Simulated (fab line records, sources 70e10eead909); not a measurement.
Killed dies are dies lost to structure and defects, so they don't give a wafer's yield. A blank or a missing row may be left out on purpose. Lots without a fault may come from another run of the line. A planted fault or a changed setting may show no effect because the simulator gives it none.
fab line records | flow nand_harc
record lots=24 wafers=72 last_day=34
route steps=1302 shown P_M0@270 P_M2@338 P_BONDPAD@365
lots that met no fault: from a run of the same line without faults
start_h: hours from the record's first day to the start of the lot's first wafer shown | wait_h: hours since the lot's step before | " the same as in the row above | L1.1+2: a row that stands for several wafers | - no value, or no start given | * or withheld: withheld | < > ~ a bound
route shown NAME@n: a module of which the file shows steps, and the number in the route of the first | usual: mean/standard deviation of fault-free wafers | same: alike in all rows | chamber/n: place in a boat | sites: the reading at each site | _std_site: their standard deviation | _edge_site: outer sites' mean less inner sites' | radius_mm: how far each site lies from the wafer's centre | mask NAME#n: copy n | behind: the tool/chamber that last shaped the wafer | hold: why the lot was held/for how many hours/how that ended | device: the transistor (n, p or np) that didn't switch | end of line: the same wafers' tests at the end of the route | a step without rows: its recipe alone | killed: dies lost to structure and defects at the first sort, not the wafer's yield | map: a wafer's dies, x killed, . not, _ none there
set.NAME: the setting as run; set.NAME@STEP: as run at that earlier step | model.NAME: the simulator's own value behind a step, which no gauge read
steps of the route over a sample of lots; a table a step, a row a wafer
services: from which hour (start_h, from the record's first day; less than 0 if before it) a tool's chamber was out of use, for how many hours, and why
## steps
# step NHARC_P_M0_STRIP_18
# recipe power_w=1000 n2_flow_sccm=150 h2_flow_sccm=150 ar_flow_sccm=0 bias_w=0 chemistry=N2/H2
# usual drypump_motor_current_A=5.9/0.39 mfc_ar_sccm=0.004/0.012 oes_product_au=1.002/0.007 rf_vpp_V=91.0/0.95 showerhead_plenum_p_Torr=2.09/0.067 throttle_valve_pct=14.170/0.0081
# columns lot.wafer tool chamber start_h wait_h drypump_motor_current_A mfc_ar_sccm oes_product_au rf_hours_counter_h rf_vpp_V showerhead_plenum_p_Torr throttle_valve_pct
L074.3 rie_diel-12 3 124.06 0.1 6.1 0.001 0.986 9 90.2 2.01 14.174
L074.5 " 1 " " 5.5 0 1.002 - 91.4 2.12 14.174
L074.6 " 2 " " 5.4 0 0.995 - 91.5 2.14 14.158
L076.2 rie_diel-07 2 137.92 0.1 6.1 0 1.000 1 90.3 2.09 14.181
L076.3 " 0 " " 6.3 0 0.999 1 90.8 1.96 14.149
L076.6 " 2 " " 6.1 0 0.990 - 91.0 2.09 14.174
L075.2 rie_diel-07 0 138.73 0.1 6.3 0 1.001 1 88.8 1.96 14.167
L075.6 " 2 " " 6.1 0 0.996 - 90.5 2.09 14.166
L075.5 " 3 " " 5.6 0 0.994 - 92.3 2.17 14.177
L077.2 rie_diel-12 0 149.85 0.1 5.0 0.018 0.995 15 91.7 2.02 14.172
L077.6 " 1 " " 5.5 0 0.995 - 90.2 2.12 14.175
L077.5 " 2 " " 5.4 0 0.994 - 91.2 2.14 14.175
L078.1 rie_diel-11 3 162.80 0.1 5.0 0.043 0.994 23 90.0 2.04 14.160
L078.4 " 0 " " 6.3 0 1.008 22 90.8 2.14 14.174
L078.6 " 3 " " 5.0 0.043 1.002 - 91.2 2.04 14.164
L079.3 rie_diel-11 0 173.33 0.1 6.3 0 1.007 27 91.3 2.13 14.177
L079.1 " 2 " " 6.1 0 1.012 28 92.3 2.12 14.173
L079.5 " 0 " " 6.3 0 1.009 - 92.3 2.13 14.169
L080.2 rie_diel-07 3 181.24 0.1 5.6 0 0.999 5 92.5 2.17 14.183
L080.3 " 0 " " 6.3 0 1.009 6 90.8 1.96 14.193
L080.1 " 1 " " 6.0 0 1.006 6 92.4 2.14 14.161
L081.1 rie_diel-11 2 196.49 0.1 6.1 0 1.014 35 90.2 2.12 14.166
L081.3 " 1 " " 6.2 0 0.994 36 92.0 2.15 14.165
L081.6 " 3 " " 5.0 0.043 0.993 - 90.8 2.04 14.172
L082.2 rie_diel-11 3 197.29 0.1 5.0 0.043 0.984 33 90.6 2.04 14.161
L082.4 " 2 " " 6.1 0 1.007 35 91.2 2.12 14.168
L082.6 " 3 " " 5.0 0.043 0.998 - 90.2 2.04 14.162
L083.2 rie_diel-11 1 210.93 0.2 6.2 0 0.994 39 91.7 2.15 14.176
L083.4 " 2 " " 6.1 0 0.998 38 92.4 2.12 14.160
L083.5 " 1 " " 6.2 0 0.992 - 91.6 2.15 14.171
L084.2 rie_diel-07 1 219.86 0.1 5.9 0 1.010 13 91.4 2.14 14.178
L084.4 " 3 " " 5.6 0 0.999 13 93.2 2.17 14.191
L084.1 " 0 " " 6.3 0 1.001 12 89.4 1.96 14.163
L085.3 rie_diel-07 3 233.39 0.1 5.6 0 1.000 16 91.5 2.17 14.158
L085.4 " 0 " " 6.3 0 1.002 15 89.1 1.96 14.165
L085.2 " 2 " " 6.1 0 0.999 17 90.3 2.08 14.157
L086.2 rie_diel-07 3 237.16 0.1 5.6 0 1.003 17 90.9 2.17 14.181
L086.4 " 1 " " 5.9 0 1.009 16 91.9 2.14 14.172
L086.5 " 3 " " 5.6 0 0.994 - 91.1 2.17 14.161
L087.2 rie_diel-07 1 249.88 0.1 5.9 0 1.002 19 91.7 2.14 14.171
L087.1 " 3 " " 5.6 0 1.001 19 91.8 2.16 14.170
L087.3 " 0 " " 6.3 0 1.002 18 90.8 1.95 14.168
L089.1 rie_diel-07 3 268.72 0.1 5.6 0 0.994 21 92.5 2.16 14.150
L089.2 " 1 " " 5.9 0 1.003 21 90.4 2.14 14.172
L089.5 " 2 " " 6.1 0 1.000 - 90.7 2.08 14.157
L088.2 rie_diel-07 2 274.16 0.1 6.1 0 1.010 21 92.0 2.08 14.161
L088.3 " 3 " " 5.6 0 1.003 21 91.0 2.16 14.196
L088.1 " 0 " " 6.3 0 1.002 21 90.1 1.95 14.173
L090.2 rie_diel-07 3 280.76 0.1 5.6 0 0.996 22 93.5 2.16 14.176
L090.5 " 1 " " 5.9 0 1.001 - 91.8 2.14 14.165
L090.6 " 2 " " 6.1 0 1.001 - 92.0 2.08 14.174
L091.3 rie_diel-11 1 292.72 0.1 6.2 0 1.008 9 91.2 2.14 14.167
L091.1 " 2 " " 6.1 0 1.004 10 89.7 2.11 14.178
L091.5 " 0 " " 6.3 0 1.010 - 90.8 2.12 14.188
L092.4 rie_diel-07 0 306.35 0.1 6.3 0 0.996 1 88.9 1.95 14.169
L092.1 " 1 " " 5.9 0 1.011 1 91.1 2.13 14.178
L092.6 " 3 " " 5.6 0 1.010 - 91.7 2.16 14.161
L093.3 rie_diel-07 2 310.98 0.1 6.1 0 1.005 1 90.6 2.08 14.158
L093.2 " 1 " " 5.9 0 1.004 1 91.5 2.13 14.168
L093.5 " 3 " " 5.6 0 0.997 - 91.6 2.16 14.164
L094.4 rie_diel-11 2 322.30 0.1 6.1 0 0.997 16 90.5 2.11 14.165
L094.3 " 1 " " 6.2 0 0.997 16 90.8 2.14 14.154
L094.6 " 2 " " 6.1 0 1.002 - 91.5 2.11 14.168
L095.4 rie_diel-07 2 327.94 0.1 6.1 0 1.005 5 91.6 2.08 14.167
L095.1 " 3 " " 5.6 0 1.010 4 90.9 2.16 14.172
L095.5 " 2 " " 6.1 0 0.992 - 91.6 2.08 14.173
L097.4 rie_diel-07 3 350.10 0.1 5.6 0 1.006 8 92.3 2.16 14.174
L097.3 " 0 " " 6.3 0 1.006 10 91.2 1.95 14.169
L097.6 " 3 " " 5.6 0 1.007 - 92.2 2.16 14.176
L096.3 rie_diel-07 2 375.22 0.1 6.1 0 1.010 15 90.1 2.08 14.169
L096.2 " 3 " " 5.6 0 0.996 14 92.4 2.16 14.179
L096.6 " 2 " " 6.1 0 1.009 - 88.9 2.08 14.172
# step NHARC_P_M0_DEGAS_28
# recipe temp_c=250 time_s=60
# usual heater_power_w=335/28
# columns lot.wafer tool chamber start_h wait_h heater_power_w
L074.3 pvd_sputter-02 - 124.57 - 365
L074.6 " - " " 307
L074.5 " - " " 345
L076.3 pvd_sputter-03 - 138.46 - 336
L076.2 " - " " 292
L076.6 " - " " 358
L075.2 pvd_sputter-02 - 139.22 - 311
L075.5 " - " " 305
L075.6 " - " " 356
L077.2 pvd_sputter-02 - 150.33 - 300
L077.5 " - " " 370
L077.6 " - " " 298
L078.4 pvd_sputter-02 - 163.34 - 300
L078.1 " - " " 362
L078.6 " - " " 303
L079.1 pvd_sputter-01 - 173.86 - 313
L079.3 " - " " 325
L079.5 " - " " 314
L080.3 pvd_sputter-01 - 181.78 - 310
L080.2 " - " " 322
L080.1 " - " " 363
L081.1 pvd_sputter-02 - 197.03 - 356
L081.3 " - " " 346
L081.6 " - " " 372
L082.2 pvd_sputter-01 - 197.83 - 323
L082.4 " - " " 344
L082.6 " - " " 315
L083.4 pvd_sputter-01 - 211.46 - 349
L083.2 " - " " 303
L083.5 " - " " 351
L084.4 pvd_sputter-01 - 220.41 - 351
L084.2 " - " " 312
L084.1 " - " " 354
L085.2 pvd_sputter-02 - 233.95 - 370
L085.4 " - " " 361
L085.3 " - " " 305
L086.2 pvd_sputter-03 - 237.70 - 352
L086.4 " - " " 296
L086.5 " - " " 377
L087.2 pvd_sputter-03 - 250.43 - 343
L087.3 " - " " 360
L087.1 " - " " 368
L089.2 pvd_sputter-03 - 269.25 - 342
L089.1 " - " " 360
L089.5 " - " " 374
L088.1 pvd_sputter-01 - 274.71 - 313
L088.2 " - " " 391
L088.3 " - " " 356
L090.2 pvd_sputter-01 - 281.25 - 308
L090.5 " - " " 318
L090.6 " - " " 308
L091.3 pvd_sputter-02 - 293.23 - 347
L091.1 " - " " 300
L091.5 " - " " 352
L092.1 pvd_sputter-03 - 306.87 - 353
L092.4 " - " " 355
L092.6 " - " " 351
L093.3 pvd_sputter-02 - 311.53 - 370
L093.2 " - " " 290
L093.5 " - " " 379
L094.4 pvd_sputter-02 - 322.84 - 369
L094.3 " - " " 301
L094.6 " - " " 300
L095.1 pvd_sputter-02 - 328.48 - 347
L095.4 " - " " 290
L095.5 " - " " 308
L097.4 pvd_sputter-01 - 350.62 - 313
L097.3 " - " " 390
L097.6 " - " " 358
L096.2 pvd_sputter-03 - 375.77 - 357
L096.3 " - " " 353
L096.6 " - " " 359
# step NHARC_P_M2_DEGAS_29
# recipe temp_c=250 time_s=60
# usual heater_power_w=335/31
# columns lot.wafer tool chamber start_h wait_h heater_power_w
L074.3 pvd_sputter-03 - 132.73 - 292
L074.5 " - " " 343
L074.6 " - " " 356
L076.3 pvd_sputter-01 - 146.83 - 315
L076.2 " - " " 349
L076.6 " - " " 315
L075.2 pvd_sputter-03 - 147.74 - 336
L075.5 " - " " 347
L075.6 " - " " 375
L077.2 pvd_sputter-02 - 158.66 - 307
L077.6 " - " " 303
L077.5 " - " " 303
L078.4 pvd_sputter-01 - 171.71 - 348
L078.1 " - " " 310
L078.6 " - " " 310
L079.3 pvd_sputter-02 - 182.39 - 361
L079.1 " - " " 302
L079.5 " - " " 300
L080.3 pvd_sputter-01 - 189.83 - 343
L080.2 " - " " 315
L080.1 " - " " 324
L081.1 pvd_sputter-03 - 205.26 - 379
L081.3 " - " " 349
L081.6 " - " " 378
L082.2 pvd_sputter-02 - 206.21 - 294
L082.4 " - " " 369
L082.6 " - " " 297
L083.2 pvd_sputter-03 - 219.86 - 350
L083.4 " - " " 358
L083.5 " - " " 364
L084.4 pvd_sputter-02 - 228.76 - 371
L084.1 " - " " 297
L084.2 " - " " 303
L085.3 pvd_sputter-02 - 242.29 - 311
L085.4 " - " " 353
L085.2 " - " " 302
L086.4 pvd_sputter-02 - 245.91 - 358
L086.2 " - " " 300
L086.5 " - " " 358
L087.3 pvd_sputter-01 - 259.05 - 349
L087.1 " - " " 309
L087.2 " - " " 388
L089.2 pvd_sputter-02 - 277.40 - 375
L089.1 " - " " 287
L089.5 " - " " 368
L088.3 pvd_sputter-01 - 283.27 - 310
L088.1 " - " " 389
L088.2 " - " " 355
L090.2 pvd_sputter-01 - 289.84 - 355
L090.5 " - " " 398
L090.6 " - " " 356
L091.3 pvd_sputter-01 - 305.09 - 387
L091.1 " - " " 356
L091.5 " - " " 318
L092.1 pvd_sputter-01 - 315.33 - 347
L092.4 " - " " 387
L092.6 " - " " 352
L093.3 pvd_sputter-02 - 319.81 - 304
L093.2 " - " " 306
L093.5 " - " " 359
L094.4 pvd_sputter-02 - 331.24 - 343
L094.3 " - " " 379
L094.6 " - " " 356
L095.1 pvd_sputter-02 - 336.82 - 293
L095.4 " - " " 310
L095.5 " - " " 293
L097.4 pvd_sputter-03 - 358.82 - 356
L097.3 " - " " 352
L097.6 " - " " 364
L096.2 pvd_sputter-01 - 384.58 - 388
L096.3 " - " " 356
L096.6 " - " " 388
# step NHARC_P_BONDPAD_OVL_MEAS_38
# usual overlay_x_nm=0/6 overlay_y_nm=0/5.1
# columns lot.wafer tool chamber start_h wait_h overlay_x_nm overlay_y_nm
L074.3 overlay-01 - 136.13 - -3 -3
L074.5 " - " " -3 -4
L074.6 " - " " -2 -4
L076.2 overlay-02 - 150.40 - 6 -6
L076.3 " - " " 6 -6
L076.6 " - " " 5 -7
L075.2 overlay-01 - 151.01 - 2 6
L075.5 " - " " 1 6
L075.6 " - " " 1 6
L077.2 overlay-02 - 162.11 - 10 -1
L077.5 " - " " 11 -1
L077.6 " - " " 11 -1
L078.1 overlay-01 - 175.14 - 1 -8
L078.4 " - " " 1 -8
L078.6 " - " " 1 -8
L079.1 overlay-02 - 185.97 - 0 7
L079.3 " - " " 0 7
L079.5 " - " " 0 6
L080.1 overlay-02 - 193.14 - -20 5
L080.2 " - " " -21 5
L080.3 " - " " -21 5
L081.1 overlay-02 - 208.69 - 0 7
L081.3 " - " " 0 6
L081.6 " - " " 1 6
L082.2 overlay-01 - 209.67 - 0 -1
L082.4 " - " " -1 -1
L082.6 " - " " 0 -1
L083.2 overlay-01 - 223.43 - 3 5
L083.4 " - " " 2 5
L083.5 " - " " 3 6
L084.1 overlay-02 - 232.08 - -6 4
L084.2 " - " " -6 4
L084.4 " - " " -6 4
L085.2 overlay-01 - 245.86 - -1 -1
L085.3 " - " " 0 -1
L085.4 " - " " -1 -1
L086.2 overlay-02 - 249.31 - -1 1
L086.4 " - " " -1 1
L086.5 " - " " -1 1
L087.1 overlay-02 - 262.46 - 5 -6
L087.2 " - " " 4 -6
L087.3 " - " " 5 -5
L089.1 overlay-01 - 280.78 - 0 6
L089.2 " - " " 0 5
L089.5 " - " " 1 5
L088.1 overlay-02 - 286.57 - -8 -1
L088.2 " - " " -8 0
L088.3 " - " " -7 -1
L090.2 overlay-02 - 293.25 - -1 -3
L090.5 " - " " -1 -2
L090.6 " - " " -2 -2
L091.1 overlay-01 - 308.61 - 7 -7
L091.3 " - " " 7 -8
L091.5 " - " " 6 -8
L092.1 overlay-02 - 318.74 - -3 9
L092.4 " - " " -2 9
L092.6 " - " " -3 9
L093.2 overlay-01 - 323.91 - 2 0
L093.3 " - " " 1 0
L093.5 " - " " 2 0
L094.3 overlay-01 - 334.53 - 6 -4
L094.4 " - " " 6 -4
L094.6 " - " " 5 -4
L095.1 overlay-01 - 340.24 - -2 6
L095.4 " - " " -2 6
L095.5 " - " " -2 6
L097.3 overlay-02 - 362.41 - -6 -6
L097.4 " - " " -6 -6
L097.6 " - " " -7 -7
L096.2 overlay-01 - 388.00 - 1 -1
L096.3 " - " " 0 0
L096.6 " - " " 1 -1
# step NHARC_P_BONDPAD_PVD_27
# recipe target_thk_a=300 chamber_pressure_pa=5 power_w=5000 substrate_temp_c=30 time_s=20.49 material=Cu
# usual throttle_valve_pct=30.5/1.4
# columns lot.wafer tool chamber start_h wait_h throttle_valve_pct
L074.3 pvd_sputter-03 - - - 32.1
L074.5 " - " " 31.0
L074.6 " - " " 32.0
L076.2 pvd_sputter-03 - - - 32.0
L076.3 " - " " 31.2
L076.6 " - " " 31.0
L075.2 pvd_sputter-01 - - - 31.4
L075.5 " - " " 29.6
L075.6 " - " " 31.7
L077.2 pvd_sputter-01 - - - 29.3
L077.5 " - " " 27.2
L077.6 " - " " 29.2
L078.4 pvd_sputter-01 - - - 31.8
L078.1 " - " " 29.2
L078.6 " - " " 31.6
L079.1 pvd_sputter-03 - - - 32.8
L079.3 " - " " 31.2
L079.5 " - " " 31.3
L080.1 pvd_sputter-02 - - - 30.3
L080.2 " - " " 30.0
L080.3 " - " " 30.2
L081.1 pvd_sputter-01 - - - 27.3
L081.3 " - " " 29.5
L081.6 " - " " 31.7
L082.4 pvd_sputter-02 - - - 30.2
L082.2 " - " " 30.6
L082.6 " - " " 30.0
L083.4 pvd_sputter-01 - - - 29.6
L083.2 " - " " 29.5
L083.5 " - " " 31.6
L084.1 pvd_sputter-03 - - - 31.3
L084.4 " - " " 32.0
L084.2 " - " " 32.8
L085.2 pvd_sputter-02 - - - 30.4
L085.3 " - " " 31.2
L085.4 " - " " 30.1
L086.4 pvd_sputter-01 - - - 30.4
L086.2 " - " " 31.8
L086.5 " - " " 30.4
L087.1 pvd_sputter-02 - - - 30.2
L087.3 " - " " 31.0
L087.2 " - " " 30.4
L089.1 pvd_sputter-03 - - - 31.7
L089.2 " - " " 31.2
L089.5 " - " " 32.8
L088.2 pvd_sputter-01 - - - 30.5
L088.3 " - " " 31.7
L088.1 " - " " 27.5
L090.2 pvd_sputter-01 - - - 30.0
L090.6 " - " " 31.8
L090.5 " - " " 27.4
L091.1 pvd_sputter-02 - - - 30.3
L091.3 " - " " 30.6
L091.5 " - " " 31.1
L092.1 pvd_sputter-01 - - - 30.5
L092.4 " - " " 31.6
L092.6 " - " " 30.5
L093.3 pvd_sputter-02 - - - 30.5
L093.2 " - " " 31.4
L093.5 " - " " 30.6
L094.4 pvd_sputter-01 - - - 27.4
L094.3 " - " " 30.3
L094.6 " - " " 30.7
L095.4 pvd_sputter-02 - - - 30.4
L095.1 " - " " 30.3
L095.5 " - " " 30.1
L097.3 pvd_sputter-03 - - - 31.7
L097.4 " - " " 32.4
L097.6 " - " " 30.8
L096.2 pvd_sputter-02 - - - 30.1
L096.3 " - " " 30.2
L096.6 " - " " 30.3
# step NHARC_P_BONDPAD_ANNEAL_28
# recipe temp_c=225 time_s=90
# usual wafer_temp_C_max=225.69/0.22
# columns lot.wafer tool chamber start_h wait_h wafer_temp_C_max
L074.3 rtp_anneal-02 0 138.03 - 225.69
L074.5 " 0 " " 225.37
L074.6 " 0 " " 225.48
L076.2 rtp_anneal-01 0 152.24 - 225.70
L076.3 " 0 " " 225.64
L076.6 " 0 " " 225.94
L075.2 rtp_anneal-02 0 152.89 0.4 225.68
L075.5 " 0 " " 225.63
L075.6 " 0 " " 225.27
L077.2 rtp_anneal-01 0 163.96 0.3 225.40
L077.5 " 0 " " 225.92
L077.6 " 0 " " 225.93
L078.1 rtp_anneal-01 0 176.99 - 226.06
L078.4 " 0 " " 225.55
L078.6 " 0 " " 225.61
L079.1 rtp_anneal-02 0 187.79 0.3 225.42
L079.3 " 0 " " 225.58
L079.5 " 0 " " 225.95
L080.1 rtp_anneal-01 0 195.04 - 225.58
L080.2 " 0 " " 225.85
L080.3 " 0 " " 225.60
L081.1 rtp_anneal-01 0 210.58 0.3 225.63
L081.3 " 0 " " 226.04
L081.6 " 0 " " 225.96
L082.2 rtp_anneal-02 0 211.61 - 225.49
L082.4 " 0 " " 225.63
L082.6 " 0 " " 225.25
L083.2 rtp_anneal-02 0 225.28 - 225.55
L083.4 " 0 " " 225.45
L083.5 " 0 " " 225.38
L084.1 rtp_anneal-01 0 233.92 - 225.56
L084.2 " 0 " " 225.82
L084.4 " 0 " " 225.64
L085.2 rtp_anneal-02 0 247.74 0.4 225.64
L085.3 " 0 " " 225.47
L085.4 " 0 " " 225.56
L086.2 rtp_anneal-02 0 251.15 0.4 225.62
L086.4 " 0 " " 225.64
L086.5 " 0 " " 225.40
L087.1 rtp_anneal-02 0 264.27 0.3 225.46
L087.2 " 0 " " 225.68
L087.3 " 0 " " 225.85
L089.1 rtp_anneal-02 0 282.67 0.3 225.58
L089.2 " 0 " " 225.59
L089.5 " 0 " " 225.63
L088.1 rtp_anneal-02 0 288.37 - 225.43
L088.2 " 0 " " 225.54
L088.3 " 0 " " 225.65
L090.2 rtp_anneal-01 0 295.11 - 225.72
L090.5 " 0 " " 226.21
L090.6 " 0 " " 225.79
L091.1 rtp_anneal-02 0 310.41 0.3 225.68
L091.3 " 0 " " 225.86
L091.5 " 0 " " 225.46
L092.1 rtp_anneal-02 0 320.55 0.3 225.74
L092.4 " 0 " " 225.76
L092.6 " 0 " " 225.66
L093.2 rtp_anneal-02 0 325.80 - 225.64
L093.3 " 0 " " 225.67
L093.5 " 0 " " 225.79
L094.3 rtp_anneal-01 0 336.44 0.3 226.27
L094.4 " 0 " " 225.79
L094.6 " 0 " " 225.99
L095.1 rtp_anneal-01 0 342.41 - 225.69
L095.4 " 0 " " 225.85
L095.5 " 0 " " 225.80
L097.3 rtp_anneal-02 0 364.32 0.3 225.12
L097.4 " 0 " " 225.56
L097.6 " 0 " " 225.44
L096.2 rtp_anneal-01 0 389.93 - 225.85
L096.3 " 0 " " 225.96
L096.6 " 0 " " 225.66
## services
# columns tool chamber start_h hours kind
pvd_sputter-02 - 104.00 10.0 pm
rie_diel-07 - 117.31 9.0 pm
pvd_sputter-03 - 117.84 11.4 repair
rie_diel-12 - 127.57 0.8 repair
rie_diel-12 2 136.25 8.9 repair
pvd_sputter-03 - 170.00 10.0 pm
pvd_sputter-01 - 211.88 1.0 repair
pvd_sputter-01 - 214.40 1.0 repair
pvd_sputter-01 - 226.00 10.0 pm
pvd_sputter-03 - 226.99 5.3 repair
rie_diel-12 3 252.89 13.2 repair
rie_diel-11 - 255.51 9.0 pm
pvd_sputter-02 - 258.19 1.1 repair
rie_diel-12 - 268.44 9.0 pm
pvd_sputter-02 - 282.01 10.0 pm
rie_diel-07 - 284.00 0.4 repair
rie_diel-07 - 294.31 9.0 pm
pvd_sputter-01 - 302.94 0.7 repair
rie_diel-07 3 333.14 2.8 repair
rie_diel-12 - 335.31 2.3 repair
pvd_sputter-03 - 343.79 3.8 repair
pvd_sputter-03 - 348.00 10.0 pm
rie_diel-07 - 368.90 0.4 repair
rtp_anneal-01 - 372.25 12.0 pm
## key
fault none
